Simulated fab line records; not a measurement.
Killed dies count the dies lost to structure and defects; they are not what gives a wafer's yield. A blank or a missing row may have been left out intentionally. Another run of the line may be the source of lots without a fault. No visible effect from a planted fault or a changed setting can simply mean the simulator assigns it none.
A lot that was struck, set against a sound lot -- flow n5-finfet -- 36 steps out of a route of 1938
Sound: wafers L444.2, L444.3, L444.4. Wafers struck: L453.1, L453.3. The cause is named last.
Per side, at each step with rows, come the tool, then ch with its chambers, and then its first start. Under that, the readings that differ: sound wafers -- struck wafers -- difference of the means -- sigmas: that difference in standard deviations of wafers without a fault.
alike: a reading whose means differ by less than 2 such deviations, as well as words and numbers matching on both sides. not compared: withheld readings; readings where some wafer has no value; bounds like >300 that might hide an equal value; numbers whose values overlap and for which the record gives no deviation.
Wherever a step has rows on one side only, a row that says differs or no value, or a row with sigmas, the two part there. When numbers do not overlap yet have no deviation, they are printed without sigmas and do not part them. A reading missing from all wafers of one side parts the sides only when that side holds two or more wafers.

first, 10 steps without rows for these wafers: N5_STI_FIN_REVEAL_PRECLEAN_18 (cleans in SC2, time 45 s); N5_STI_FIN_REVEAL_SRD_28 (time 30 s); N5_DUMMY_GATE_PRECLEAN_00 (cleans in O3/DIW, time 60 s); N5_DUMMY_GATE_SRD_01 (time 30 s); N5_DUMMY_GATE_ALD_02 (deposits SiO2, target thk 2 nm, pulse time 1 s); N5_DUMMY_GATE_CVD_03 (deposits a-Si from SiH4, target thk 150 nm, time 8042 s); N5_DUMMY_GATE_PRECLEAN_46 (cleans in DIW, time 89.5 s); N5_DUMMY_GATE_SRD_47 (dry time 32 s); N5_DUMMY_GATE_CMP_04 (polishes a-Si); N5_DUMMY_GATE_HM_DEP_06 (deposits SiNx from DCS/NH3, target thk 80 nm, time 5141 s).
N5_DUMMY_GATE_PECVD_30: deposits SiO2 from TEOS/O2, target thk 55 nm, time 10.8 s.
  sound on pecvd-03 ch 0,2, day 4 06:11; struck on pecvd-03 ch 0,2, day 6 12:40
reading,sound,struck,difference,sigmas
susceptor-temp-C (C),399.94 400.03 400.19,- -,no value on the struck wafers,
model.SiO2_of_DUMMY_GATE_PECVD_30.thk-nm (nm),53.8 53.6 54.8,49 49.2,-5,
then, 22 steps without rows for these wafers: N5_DUMMY_GATE_COAT_34 (time 60 s, resist thk 60 nm); N5_DUMMY_GATE_COAT_35 (time 60 s, resist thk 10 nm); N5_DUMMY_GATE_COAT_28 (time 60 s, resist thk 10 nm); N5_DUMMY_GATE_COAT_09 (resist thk 30 nm); N5_DUMMY_GATE_EBR_11; N5_DUMMY_GATE_SOFTBAKE_10 (time 60 s); N5_DUMMY_GATE_EXPOSE_12 (exposes mask GATE, target cd 25 nm); N5_DUMMY_GATE_PEB_13 (peb time 60 s); N5_DUMMY_GATE_DEVELOP_14 (develop time 30 s); N5_DUMMY_GATE_DESCUM_20 (chemistry O2, time 6.2 s); N5_DUMMY_GATE_ETCH_29 (etches underlayer in N2/H2, target depth 13 nm); N5_DUMMY_GATE_ETCH_36 (etches SiARC in CF4, target depth 13 nm); N5_DUMMY_GATE_ETCH_37 (etches SOC in N2/H2, target depth 60 nm, overetch 30 nm); N5_DUMMY_GATE_STRIP_38 (strips in N2/H2); N5_DUMMY_GATE_STRIP_39 (strips in N2/H2); N5_DUMMY_GATE_TRIM_49 (chemistry O2, time 29 s, target cd 14 nm); N5_DUMMY_GATE_STRIP_40 (strips in CF4); N5_DUMMY_GATE_ETCH_31 (etches SiO2 in C4F6/O2, target depth 82.5 nm, time 27.5 s); N5_DUMMY_GATE_STRIP_41 (strips in O2); N5_DUMMY_GATE_HM_OPEN_21 (chemistry CH3F/O2, target SiNx, target depth 120 nm, time 171.4 s); N5_DUMMY_GATE_ETCH_32 (etches SiO2 in CF4, target depth 3.5 nm, time 3.9 s); N5_DUMMY_GATE_ETCH_23 (etches poly-Si in HBr/Cl2/O2, target depth 41 nm, time 22.3 s).
N5_DUMMY_GATE_ETCH_44: etches poly-Si in HBr/O2, stops on SiO2, target depth 127.5 nm.
  sound on rie-si-05 ch 0,1,3, day 4 07:32; struck on rie-si-01 ch 0,3, day 6 14:01
reading,sound,struck,difference,sigmas
model.SiO2_of_DUMMY_GATE_PECVD_30.thk-nm (nm),36.6 37 38.2,32.2 32.4,-5.0,
  alike: drypump-motor-current-A, oes-product-au, throttle-valve-pct
  not compared: rf-hours-counter-h
-- a jump in the record: the struck wafers' starts before and after are 5 days apart (it breaks off in module DUMMY_GATE and resumes in module BEOL_M4, where the first step shown is number 1111 of the route) --
N5_BEOL_M4_RC_MEAS_101:
  sound on prober-02 ch 0, day 9 10:53; struck on prober-01 ch 0, day 11 05:39
reading,sound,struck,difference,sigmas
VT_P (mV),-247 -246 -244,-254 -252,-7,-2
  alike: DIBL_N, DIBL_P, IOFF_N, IOFF_P, ION_N, ION_P, SS_N, SS_P, VT_N
following that, these wafers have no rows for 1 step: N5_PASSIVATION_PROBE_49.

== WHERE THEY PART ==
Earliest at N5_DUMMY_GATE_PECVD_30; latest, in this record, at N5_BEOL_M4_RC_MEAS_101.

WHY: what the simulator had put in
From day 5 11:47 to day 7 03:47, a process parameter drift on pecvd-03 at N5_DUMMY_GATE_PECVD_30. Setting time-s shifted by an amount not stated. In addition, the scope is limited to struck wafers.
